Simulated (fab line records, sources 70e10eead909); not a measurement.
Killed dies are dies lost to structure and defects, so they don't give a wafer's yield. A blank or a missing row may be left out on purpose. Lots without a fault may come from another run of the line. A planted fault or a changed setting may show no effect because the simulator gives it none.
Which tool did it? | flow nand_harc | 15 lots, 45 wafers sampled, at 2 steps of a route of 1302

WHAT THE GAUGES READ, wafer by wafer
NHARC_A_SLIT_CD_MEAS_21.
lot  | measured     | on        | cd_nm (nm)
L423 | day 20 08:14 | cd_sem-02 | 290.3 290.1 289.8
L426 | day 20 14:14 | cd_sem-01 | 289.3 288.7 288.9
L425 | day 20 22:16 | cd_sem-02 | 289.8 290.1 290.7
L428 | day 22 16:59 | cd_sem-03 | 290.9 290.5 290.4
L430 | day 23 09:05 | cd_sem-02 | 289.7 289.3 289.1
L431 | day 24 05:08 | cd_sem-02 | 291.5 291.0 290.8
L437 | day 25 10:41 | cd_sem-01 | 289.2 289.6 288.5
L435 | day 25 12:29 | cd_sem-01 | 290.8 290.7 291.6
L439 | day 26 09:20 | cd_sem-03 | 289.1 287.5 288.0
L441 | day 27 10:51 | cd_sem-02 | 289.1 288.6 288.8
L442 | day 27 10:50 | cd_sem-03 | 289.6 289.7 290.0
L440 | day 27 14:42 | cd_sem-01 | 289.9 290.2 289.9
L443 | day 27 21:26 | cd_sem-02 | 290.6 291.0 289.6
L445 | day 29 03:21 | cd_sem-01 | 289.3 288.8 288.4
L446 | day 29 21:58 | cd_sem-03 | 290.8 290.6 290.2

WHICH TOOL RAN EACH LOT (tool, then ch and the chambers of the sampled wafers, then the start)
lot  | NHARC_A_SLIT_STRIP_18
L423 | rie_diel-05 ch 0,1,3, day 20 08:14 or earlier
L426 | rie_diel-03 ch 0,1, day 20 14:14 or earlier
L425 | rie_diel-09 ch 1,3, day 20 22:16 or earlier
L428 | rie_diel-03 ch 0,1, day 22 16:59 or earlier
L430 | rie_diel-03 ch 1,3, day 23 09:05 or earlier
L431 | rie_diel-09 ch 0,3, day 24 05:08 or earlier
L437 | rie_diel-03 ch 1,2, day 25 10:41 or earlier
L435 | rie_diel-09 ch 0,2,3, day 25 12:29 or earlier
L439 | rie_diel-09 ch 0,1,3, day 26 09:20 or earlier
L441 | rie_diel-03 ch 0,1,2, day 27 10:51 or earlier
L442 | rie_diel-05 ch 1,2,3, day 27 10:50 or earlier
L440 | rie_diel-09 ch 0,1, day 27 14:42 or earlier
L443 | rie_diel-09 ch 2,3, day 27 21:26 or earlier
L445 | rie_diel-05 ch 1,2,3, day 29 03:21 or earlier
L446 | rie_diel-05 ch 0,2,3, day 29 21:58 or earlier
- NHARC_A_SLIT_STRIP_18: strips in O2.

WHAT THE TOOLS THEMSELVES READ (means of the sampled wafers that have a number; where no wafer has one, the mark that the record gives instead)
NHARC_A_SLIT_STRIP_18.
lot  | tool        | drypump_motor_current_A (A) | oes_product_au (a.u.) | rf_vpp_V (V) | showerhead_plenum_p_Torr (Torr) | throttle_valve_pct (%)
L423 | rie_diel-05 | 5.4                         | 1.008                 | 57.7         | 3.58                            | 17.025
L426 | rie_diel-03 | 5.8                         | 1.002                 | 57.8         | 3.50                            | 17.034
L425 | rie_diel-09 | 5.9                         | 0.994                 | 58.3         | 3.58                            | 17.031
L428 | rie_diel-03 | 5.6                         | 1.007                 | 58.1         | 3.44                            | 17.042
L430 | rie_diel-03 | 5.3                         | 1.004                 | 57.8         | 3.47                            | 17.033
L431 | rie_diel-09 | 6.0                         | 1.001                 | 58.6         | 3.62                            | 17.037
L437 | rie_diel-03 | 5.5                         | 1.015                 | 57.1         | 3.49                            | 17.032
L435 | rie_diel-09 | 5.7                         | 1.001                 | 58.0         | 3.65                            | 17.036
L439 | rie_diel-09 | 5.7                         | 0.991                 | 58.8         | 3.61                            | 17.036
L441 | rie_diel-03 | 5.7                         | 1.012                 | 58.0         | 3.55                            | 17.038
L442 | rie_diel-05 | 5.3                         | 0.999                 | 58.4         | 3.51                            | 17.038
L440 | rie_diel-09 | 5.5                         | 0.997                 | 58.2         | 3.59                            | 17.033
L443 | rie_diel-09 | 5.6                         | 0.996                 | 58.2         | 3.65                            | 17.036
L445 | rie_diel-05 | 5.2                         | 1.011                 | 57.6         | 3.51                            | 17.043
L446 | rie_diel-05 | 5.5                         | 1.005                 | 58.1         | 3.49                            | 17.041

THE ANSWER, worked out from the rows above alone
Rule: what is usual is taken from the lots themselves. Put in order of their means at a reading, lots are off if they are a third of the lots or fewer, leave a main group of 4 or more, and stand apart from it by a gap of 3 or more times the standard deviation of the main group's means; of several such gaps the widest counts. A main group whose means are all the same, to the digits that the tables above print for the reading, isn't used. A lot without any number at a reading at which 4 lots or more have one is off too. The other lots that the step has rows for count as sound. The gauges are gone through in route order, then the tools' own readings, and for those a lot's mean is taken as printed above. The first step at which some lot is off is used, and at that step the reading that is off furthest; a lot without a number counts as furthest.
No lot is off at any reading shown: from this, nothing can be told.

WHAT THE SIMULATOR HAD PUT IN
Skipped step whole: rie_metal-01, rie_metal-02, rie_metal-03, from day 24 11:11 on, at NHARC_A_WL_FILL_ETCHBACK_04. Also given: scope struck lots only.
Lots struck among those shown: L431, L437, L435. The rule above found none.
